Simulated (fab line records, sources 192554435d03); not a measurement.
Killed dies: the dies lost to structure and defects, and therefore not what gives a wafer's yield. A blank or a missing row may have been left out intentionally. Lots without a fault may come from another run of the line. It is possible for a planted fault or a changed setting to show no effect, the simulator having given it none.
Which tool is to blame? :: flow n5 finfet :: 27 wafers from 9 lots sampled at 7 of the route's 1938 steps

== WHAT EACH GAUGE READ, for each wafer ==
N5_BEOL_M4_RC_MEAS_101. Usual: DIBL_N 35.1 mV/V, standard deviation 1.6; DIBL_P 34.9 mV/V, standard deviation 1.8; IOFF_N 0.143 nA/um, standard deviation 0.026; IOFF_P 0.21 nA/um, standard deviation 0.037; ION_N 671 uA/um, standard deviation 11; ION_P 463 uA/um, standard deviation 7.8; SS_N 71.2 mV/dec, standard deviation 0.58; SS_P 73.0 mV/dec, standard deviation 0.54; VT_N 251 mV, standard deviation 3; VT_P -250 mV, standard deviation 4.1.
lot: L714
measured: day 8 09:57
on: prober-01
DIBL_N (mV/V): 31.8 34.7 31.2
DIBL_P (mV/V): 30.7 35.7 30.9
IOFF_N (nA/um): 0.109 0.146 0.097
IOFF_P (nA/um): 0.15 0.21 0.15
ION_N (uA/um): 658 667 652
ION_P (uA/um): 457 465 457
SS_N (mV/dec): 71.1 72.3 70.0
SS_P (mV/dec): 71.7 73.5 71.7
VT_N (mV): 253 250 256
VT_P (mV): -253 -249 -250
flag: 

lot: L715
measured: day 8 23:17
on: prober-02
DIBL_N (mV/V): 32.9 34.7 35.1
DIBL_P (mV/V): 32.2 34.7 35.1
IOFF_N (nA/um): 0.110 0.137 0.147
IOFF_P (nA/um): 0.18 0.21 0.22
ION_N (uA/um): 663 678 680
ION_P (uA/um): 462 472 464
SS_N (mV/dec): 69.8 70.9 71.3
SS_P (mV/dec): 72.5 72.8 72.7
VT_N (mV): 255 250 252
VT_P (mV): -249 -248 -249
flag: 

lot: L716
measured: day 9 04:28
on: prober-01
DIBL_N (mV/V): 33.5 33.3 34.0
DIBL_P (mV/V): 33.1 32.9 33.4
IOFF_N (nA/um): 0.131 0.129 0.138
IOFF_P (nA/um): 0.17 0.17 0.16
ION_N (uA/um): 676 670 675
ION_P (uA/um): 461 453 460
SS_N (mV/dec): 71.2 71.2 70.9
SS_P (mV/dec): 72.3 73.0 73.1
VT_N (mV): 249 251 253
VT_P (mV): -254 -255 -254
flag: 

lot: L717
measured: day 9 06:34
on: prober-01
DIBL_N (mV/V): 31.5 35.8 33.8
DIBL_P (mV/V): 31.2 35.1 33.7
IOFF_N (nA/um): 0.092 0.149 0.122
IOFF_P (nA/um): 0.12 0.16 0.15
ION_N (uA/um): 661 655 663
ION_P (uA/um): 455 450 453
SS_N (mV/dec): 69.7 71.0 70.4
SS_P (mV/dec): 72.1 72.9 73.3
VT_N (mV): 259 251 252
VT_P (mV): -260 -255 -256
flag: 

lot: L722
measured: day 11 08:31
on: prober-02
DIBL_N (mV/V): 35.2 36.0 34.7
DIBL_P (mV/V): 34.4 35.8 34.0
IOFF_N (nA/um): 0.143 0.156 0.136
IOFF_P (nA/um): 0.19 0.21 0.19
ION_N (uA/um): 676 678 671
ION_P (uA/um): 462 466 462
SS_N (mV/dec): 71.2 72.0 71.2
SS_P (mV/dec): 73.3 74.1 73.2
VT_N (mV): 252 249 251
VT_P (mV): -253 -250 -253
flag: 

lot: L724
measured: day 11 10:08
on: prober-01
DIBL_N (mV/V): 34.9 35.5 34.3
DIBL_P (mV/V): 33.6 35.2 33.2
IOFF_N (nA/um): 0.126 0.131 0.118
IOFF_P (nA/um): 0.17 0.18 0.16
ION_N (uA/um): 671 661 664
ION_P (uA/um): 460 459 454
SS_N (mV/dec): 71.2 70.9 70.7
SS_P (mV/dec): 72.4 73.8 72.8
VT_N (mV): 255 254 254
VT_P (mV): -254 -254 -256
flag: 

lot: L727
measured: day 12 16:46
on: prober-01
DIBL_N (mV/V): 35.4 36.8 36.3
DIBL_P (mV/V): 34.8 35.9 35.6
IOFF_N (nA/um): 0.146 0.168 0.158
IOFF_P (nA/um): 0.20 0.23 0.21
ION_N (uA/um): 679 672 658
ION_P (uA/um): 463 462 455
SS_N (mV/dec): 71.4 72.1 71.6
SS_P (mV/dec): 73.3 72.6 72.7
VT_N (mV): 253 246 251
VT_P (mV): -248 -248 -248
flag: 

lot: L728
measured: day 13 04:05
on: prober-01
DIBL_N (mV/V): 34.3 37.8 39.0
DIBL_P (mV/V): 32.9 37.6 37.7
IOFF_N (nA/um): 0.113 0.182 0.201
IOFF_P (nA/um): 0.21 0.30 0.29
ION_N (uA/um): 654 681 676
ION_P (uA/um): 457 475 466
SS_N (mV/dec): 70.6 71.5 72.7
SS_P (mV/dec): 72.9 73.5 74.2
VT_N (mV): 259 249 249
VT_P (mV): -250 -243 -243
flag: 

lot: L733
measured: day 14 18:48
on: prober-01
DIBL_N (mV/V): 34.3 37.4 36.3
DIBL_P (mV/V): 33.8 38.1 36.9
IOFF_N (nA/um): 0.121 0.175 0.154
IOFF_P (nA/um): 0.19 0.26 0.23
ION_N (uA/um): 656 675 674
ION_P (uA/um): 450 472 472
SS_N (mV/dec): 71.3 71.4 71.2
SS_P (mV/dec): 72.6 73.6 72.7
VT_N (mV): 253 249 251
VT_P (mV): -251 -247 -250
flag: 

N5_BEOL_M12_CD_MEAS_10 targets a cd of 140 nm. Usual: cd nm 141.1 nm, standard deviation 2.1.
lot: L714
measured: day 11 15:26
on: cd sem-03
cd nm (nm): 138.0 141.1 135.7
flag: 

lot: L715
measured: day 12 14:23
on: cd sem-01
cd nm (nm): 140.1 140.7 138.6
flag: 

lot: L716
measured: day 12 15:23
on: cd sem-01
cd nm (nm): 143.1 144.7 144.1
flag: 

lot: L717
measured: day 12 23:37
on: cd sem-03
cd nm (nm): 142.3 141.0 143.2
flag: 

lot: L722
measured: day 14 00:01
on: cd sem-01
cd nm (nm): 140.2 142.6 138.4
flag: 

lot: L724
measured: day 14 05:53
on: cd sem-03
cd nm (nm): 138.1 140.0 141.9
flag: 

lot: L727
measured: day 15 08:48
on: cd sem-03
cd nm (nm): 137.8 140.7 139.7
flag: 

lot: L728
measured: day 16 09:38
on: cd sem-02
cd nm (nm): 142.3 140.1 143.8
flag: 

lot: L733
measured: day 18 05:02
on: cd sem-03
cd nm (nm): 140.1 136.9 139.0
flag: 

N5_BEOL_M12_CD_MEAS_28 targets a cd of 160.2 nm. Usual: cd nm 159.3 nm, standard deviation 1.7.
lot: L714
measured: day 11 16:29
on: cd sem-01
cd nm (nm): 159.6 157.9 157.3
flag: 

lot: L715
measured: day 12 15:26
on: cd sem-03
cd nm (nm): 161.0 161.7 159.5
flag: 

lot: L716
measured: day 12 16:31
on: cd sem-01
cd nm (nm): 159.6 159.8 159.1
flag: 

lot: L717
measured: day 13 00:39
on: cd sem-01
cd nm (nm): 160.8 158.0 161.8
flag: 

lot: L722
measured: day 14 03:12
on: cd sem-02
cd nm (nm): 155.8 157.0 157.7
flag: 

lot: L724
measured: day 14 09:20
on: cd sem-01
cd nm (nm): 157.1 157.1 158.0
flag: 

lot: L727
measured: day 15 09:43
on: cd sem-03
cd nm (nm): 158.2 160.7 159.5
flag: 

lot: L728
measured: day 16 10:33
on: cd sem-03
cd nm (nm): 162.2 158.6 161.4
flag: 

lot: L733
measured: day 18 05:56
on: cd sem-02
cd nm (nm): 160.1 156.4 159.2
flag: 

N5_BEOL_M12_THK_MEAS_50: measures by xrf. Usual: M12_THK typically reads 317 nm, with standard deviation 5.2.
lot: L714
measured: day 12 03:32
on: film metro-02
M12_THK (nm): 318 326 327
flag: 

lot: L715
measured: day 12 18:08
on: film metro-02
M12_THK (nm): 323 324 320
flag: 

lot: L716
measured: day 12 22:41
on: film metro-02
M12_THK (nm): 313 317 315
flag: 

lot: L717
measured: day 13 06:08
on: film metro-01
M12_THK (nm): 323 326 322
flag: 

lot: L722
measured: day 14 07:30
on: film metro-02
M12_THK (nm): 323 328 328
flag: 

lot: L724
measured: day 14 12:55
on: film metro-02
M12_THK (nm): 313 307 307
flag: 

lot: L727
measured: day 15 14:35
on: film metro-01
M12_THK (nm): 314 313 320
flag: 

lot: L728
measured: day 16 14:57
on: film metro-01
M12_THK (nm): 314 309 315
flag: 

lot: L733
measured: day 18 08:26
on: film metro-01
M12_THK (nm): - - -
flag: OFF

N5_BEOL_M12_RS_MEAS_54: the measuring method here is four-point-probe. Usual: M12_RS typically reads 0.0600 ohm/sq, with standard deviation 0.0011.
lot: L714
measured: day 12 03:40
on: film metro-01
M12_RS (ohm/sq): 0.0599 0.0581 0.0584
flag: 

lot: L715
measured: day 12 18:16
on: film metro-02
M12_RS (ohm/sq): 0.0586 0.0586 0.0590
flag: 

lot: L716
measured: day 12 22:49
on: film metro-02
M12_RS (ohm/sq): 0.0612 0.0602 0.0606
flag: 

lot: L717
measured: day 13 06:15
on: film metro-02
M12_RS (ohm/sq): 0.0582 0.0581 0.0587
flag: 

lot: L722
measured: day 14 07:38
on: film metro-01
M12_RS (ohm/sq): 0.0589 0.0580 0.0582
flag: 

lot: L724
measured: day 14 13:02
on: film metro-01
M12_RS (ohm/sq): 0.0607 0.0623 0.0620
flag: 

lot: L727
measured: day 15 14:43
on: film metro-01
M12_RS (ohm/sq): 0.0599 0.0607 0.0592
flag: 

lot: L728
measured: day 16 15:05
on: film metro-02
M12_RS (ohm/sq): 0.0611 0.0620 0.0613
flag: 

lot: L733
measured: day 18 08:34
on: film metro-01
M12_RS (ohm/sq): 56.614 58.093 56.982
flag: OFF

== EACH LOT AND THE TOOL THAT RAN IT (in order: tool; ch and the chambers of the sampled wafers; start) ==
lot: L714
N5_BEOL_M12_VIA_ETCH_16: rie diel-06 ch 1,2, day 11 15:37
N5_BEOL_M12_SPUTTER_45: pvd sputter-01, day 12 02:41

lot: L715
N5_BEOL_M12_VIA_ETCH_16: rie diel-06 ch 0,2, day 12 14:34
N5_BEOL_M12_SPUTTER_45: pvd sputter-02, day 12 17:16

lot: L716
N5_BEOL_M12_VIA_ETCH_16: rie diel-05 ch 2,3, day 12 15:47
N5_BEOL_M12_SPUTTER_45: pvd sputter-01, day 12 21:50

lot: L717
N5_BEOL_M12_VIA_ETCH_16: rie diel-04 ch 0,1,3, day 12 23:47
N5_BEOL_M12_SPUTTER_45: pvd sputter-02, day 13 05:16

lot: L722
N5_BEOL_M12_VIA_ETCH_16: rie diel-06 ch 1,2,3, day 14 02:27
N5_BEOL_M12_SPUTTER_45: pvd sputter-03, day 14 06:38

lot: L724
N5_BEOL_M12_VIA_ETCH_16: rie diel-05 ch 0,2,3, day 14 08:28
N5_BEOL_M12_SPUTTER_45: pvd sputter-03, day 14 11:52

lot: L727
N5_BEOL_M12_VIA_ETCH_16: rie diel-05 ch 1,2,3, day 15 08:58
N5_BEOL_M12_SPUTTER_45: pvd sputter-01, day 15 13:35

lot: L728
N5_BEOL_M12_VIA_ETCH_16: rie diel-06 ch 0,3, day 16 09:49
N5_BEOL_M12_SPUTTER_45: pvd sputter-02, day 16 14:06

lot: L733
N5_BEOL_M12_VIA_ETCH_16: rie diel-06 ch 0,1,3, day 18 05:13
N5_BEOL_M12_SPUTTER_45: pvd sputter-02, day 18 07:35
- N5_BEOL_M12_VIA_ETCH_16: etches SiOC in C4F8/O2/Ar, target depth 724.8 nm.
- N5_BEOL_M12_SPUTTER_45: material Cu, target thk 80 nm, time 13.33 s.

== AS READ BY THE TOOLS THEMSELVES (means over the sampled wafers that have a number; for cases with no such wafer, the mark the record gives instead) ==
N5_BEOL_M12_VIA_ETCH_16. Usual: drypump motor current A 5.71 A, standard deviation 0.26; oes product au 0.75 a.u., standard deviation 0.052; rf vpp V 666.7 V, standard deviation 2.9; showerhead plenum p Torr 3.47 Torr, standard deviation 0.1; throttle valve pct 24.09 %, standard deviation 0.22.
lot: L714
tool: rie diel-06
drypump motor current A (A): 5.65
oes product au (a.u.): 0.74
rf vpp V (V): 665.8
showerhead plenum p Torr (Torr): 3.43
throttle valve pct (%): 24.03
flag: 

lot: L715
tool: rie diel-06
drypump motor current A (A): 5.65
oes product au (a.u.): 0.74
rf vpp V (V): 670.9
showerhead plenum p Torr (Torr): 3.59
throttle valve pct (%): 24.14
flag: 

lot: L716
tool: rie diel-05
drypump motor current A (A): 6.04
oes product au (a.u.): 0.76
rf vpp V (V): 665.8
showerhead plenum p Torr (Torr): 3.42
throttle valve pct (%): 24.37
flag: 

lot: L717
tool: rie diel-04
drypump motor current A (A): 5.85
oes product au (a.u.): 0.79
rf vpp V (V): 667.1
showerhead plenum p Torr (Torr): 3.48
throttle valve pct (%): 24.08
flag: 

lot: L722
tool: rie diel-06
drypump motor current A (A): 5.55
oes product au (a.u.): 0.74
rf vpp V (V): 666.1
showerhead plenum p Torr (Torr): 3.47
throttle valve pct (%): 23.97
flag: 

lot: L724
tool: rie diel-05
drypump motor current A (A): 5.86
oes product au (a.u.): 0.72
rf vpp V (V): 665.7
showerhead plenum p Torr (Torr): 3.40
throttle valve pct (%): 24.20
flag: 

lot: L727
tool: rie diel-05
drypump motor current A (A): 5.94
oes product au (a.u.): 0.73
rf vpp V (V): 665.2
showerhead plenum p Torr (Torr): 3.42
throttle valve pct (%): 24.18
flag: 

lot: L728
tool: rie diel-06
drypump motor current A (A): 5.47
oes product au (a.u.): 0.73
rf vpp V (V): 668.4
showerhead plenum p Torr (Torr): 3.53
throttle valve pct (%): 24.13
flag: 

lot: L733
tool: rie diel-06
drypump motor current A (A): 5.50
oes product au (a.u.): 0.72
rf vpp V (V): 666.4
showerhead plenum p Torr (Torr): 3.44
throttle valve pct (%): 24.09
flag: 

N5_BEOL_M12_SPUTTER_45. Usual: bias v 60.0 V, standard deviation 0.62; cathode dc power W 26000 W, standard deviation 5.1; throttle valve pct 30.7 %, standard deviation 0.94.
lot: L714
tool: pvd sputter-01
bias v (V): 59.6
cathode dc power W (W): 26000
throttle valve pct (%): 31.7
flag: 

lot: L715
tool: pvd sputter-02
bias v (V): 59.8
cathode dc power W (W): 25998
throttle valve pct (%): 31.0
flag: 

lot: L716
tool: pvd sputter-01
bias v (V): 59.9
cathode dc power W (W): 26002
throttle valve pct (%): 31.2
flag: 

lot: L717
tool: pvd sputter-02
bias v (V): 60.3
cathode dc power W (W): 26001
throttle valve pct (%): 30.9
flag: 

lot: L722
tool: pvd sputter-03
bias v (V): 60.2
cathode dc power W (W): 26004
throttle valve pct (%): 30.4
flag: 

lot: L724
tool: pvd sputter-03
bias v (V): 60.0
cathode dc power W (W): 26001
throttle valve pct (%): 31.0
flag: 

lot: L727
tool: pvd sputter-01
bias v (V): 59.4
cathode dc power W (W): 25998
throttle valve pct (%): 30.7
flag: 

lot: L728
tool: pvd sputter-02
bias v (V): 60.4
cathode dc power W (W): 26001
throttle valve pct (%): 30.8
flag: 

lot: L733
tool: pvd sputter-02
bias v (V): -
cathode dc power W (W): -
throttle valve pct (%): -
flag: OFF

== THE ANSWER, worked out from the rows above alone ==
Rule: a lot is off if the mean of its wafers that have a number lies more than 3 standard deviations from the usual mean. Also off: a lot with no number at a reading for which 4 or more lots have one. The other lots that the step has rows for count as sound. First the gauges in route order, then the tools' own readings, where a lot's mean is used as printed above. The first step at which some lot is off is used, and at that step the reading that is off furthest; a lot without a number counts as furthest.
Off: at N5_BEOL_M12_THK_MEAS_50 (M12_THK), L733. Without a number there: L733.
A tool fits if, at a process step before that reading, it ran every lot that is off, and no sound lot after the first of them. The gauges at N5_BEOL_M12_THK_MEAS_50 aren't tried: what is off there is off at N5_BEOL_M12_SPUTTER_45 too, on other tools, and a gauge's error can't cause that. Can't be told from this: 2 tools fit, rie diel-06 at N5_BEOL_M12_VIA_ETCH_16, pvd sputter-02 at N5_BEOL_M12_SPUTTER_45.

== WHAT HAD BEEN PUT IN BY THE SIMULATOR ==
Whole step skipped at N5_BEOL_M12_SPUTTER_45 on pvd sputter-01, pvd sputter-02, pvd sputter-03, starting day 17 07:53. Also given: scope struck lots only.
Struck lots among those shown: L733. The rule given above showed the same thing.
